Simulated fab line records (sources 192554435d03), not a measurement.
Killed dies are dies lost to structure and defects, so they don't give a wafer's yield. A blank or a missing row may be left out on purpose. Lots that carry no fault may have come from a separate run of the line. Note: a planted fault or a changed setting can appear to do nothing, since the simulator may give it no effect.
Comparing a struck lot with a sound one ; flow n5 finfet ; 14 out of 1938 route steps
Sound: the wafers L400.2, L400.3, L400.4. Struck: wafer L388.6 (left out: L388.1, a lot-mate that was not struck); the cause follows at the end.
Each step with rows lists, per side, the tool, then ch with its chambers, then its first start. Under that, the readings that differ: sound wafers ; struck wafers ; difference of the means ; sigmas: that difference in standard deviations of wafers without a fault.
alike: readings with means less than 2 such deviations apart, plus words and numbers identical on both sides. not compared: withheld readings, readings lacking a value on some wafer, bounds such as >300 that could conceal the same value, and numbers that have no deviation in the record and whose values overlap.
A row with sigmas, a row that says differs or no value, or rows on one side alone: a step with any of these is where the two part. Numbers that have no deviation but don't overlap get no sigmas and don't part them. Lack of a reading on every wafer of one side parts them only where that side has two or more wafers.

first, 3 steps without rows for these wafers: N5_BEOL_M7_EXPOSE_25 (exposes mask V6, target cd 40 nm); N5_BEOL_M7_PEB_26 (peb time 60 s); N5_BEOL_M7_DEVELOP_27 (develop time 30 s).
N5_BEOL_M7_CD_MEAS_28: target cd 40 nm.
  sound on cd sem-01 ch 0, day 13 23:22; struck on cd sem-02 ch 0, day 11 01:35
  alike: cd nm
N5_BEOL_M7_OVL_MEAS_29:
  sound on overlay-02 ch 0, day 13 23:25; struck on overlay-01 ch 0, day 11 01:37
  alike: V6_OVL
N5_BEOL_M7_INSPECT_30: inspects for defects (brightfield).
  struck on defect inspect-02, day 11 01:41; sound on defect inspect-02, day 13 23:28
reading;sound;struck;difference;sigmas
raw defect count;496 499 606;349;-185;-2
N5_BEOL_M7_DESCUM_33: chemistry O2, time 7 s.
  sound on rie diel-03 ch 0,2,3, day 13 23:44; struck on rie diel-03 ch 0, day 11 01:43
  alike: drypump motor current A, oes product au, rf vpp V, showerhead plenum p Torr, throttle valve pct
  not compared: rf hours counter h
N5_BEOL_M7_ETCH_72: etches underlayer in N2/H2, target depth 6.5 nm, time 5.2 s.
  sound on rie diel-03 ch 0,2,3, day 13 23:46; struck on rie diel-03 ch 0, day 11 01:45
  alike: drypump motor current A, etch rf on time s, oes product au, rf vpp V, showerhead plenum p Torr, throttle valve pct
  not compared: rf hours counter h
N5_BEOL_M7_ETCH_65: etches SiARC in CF4, target depth 15.6 nm, time 26 s.
  sound on rie diel-03 ch 0,2,3, day 13 23:47; struck on rie diel-03 ch 0, day 11 01:46
  alike: drypump motor current A, etch rf on time s, oes product au, rf vpp V, showerhead plenum p Torr, throttle valve pct
  not compared: rf hours counter h
N5_BEOL_M7_ETCH_66: etches SOC in N2/H2, target depth 80 nm, overetch 16 nm, time 120 s.
  sound on rie diel-03 ch 0,2,3, day 13 23:49; struck on rie diel-03 ch 0, day 11 01:47
  alike: drypump motor current A, oes product au, rf vpp V, run length s, showerhead plenum p Torr, throttle valve pct
  not compared: rf hours counter h
then, 2 steps without rows for these wafers: N5_BEOL_M7_STRIP_69 (strips in N2/H2); N5_BEOL_M7_STRIP_73 (strips in N2/H2).
N5_BEOL_M7_VIA_ETCH_34: etches SiCOH lowk in C4F6/O2, target depth 125.5 nm, time 50.5 s.
  sound on rie diel-03 ch 0,2,3, day 13 23:55; struck on rie diel-03 ch 0, day 11 01:53
reading;sound;struck;difference;sigmas
run length s (s);72.6 74.1 73.9;71.2;-2.3;-5
model.etch.depth nm (nm);124.6 125 122.2;121.7;-2.2;
  alike: C4F6_flow_sccm, drypump motor current A, oes product au, rf vpp V, showerhead plenum p Torr, throttle valve pct
  not compared: rf hours counter h
then, 1 step without rows for these wafers: N5_BEOL_M7_STRIP_76 (strips in C4F6/O2).

== WHERE THEY PART ==
Last at N5_BEOL_M7_VIA_ETCH_34 as far as this record goes, first at N5_BEOL_M7_INSPECT_30.

WHY: the cause the simulator had injected
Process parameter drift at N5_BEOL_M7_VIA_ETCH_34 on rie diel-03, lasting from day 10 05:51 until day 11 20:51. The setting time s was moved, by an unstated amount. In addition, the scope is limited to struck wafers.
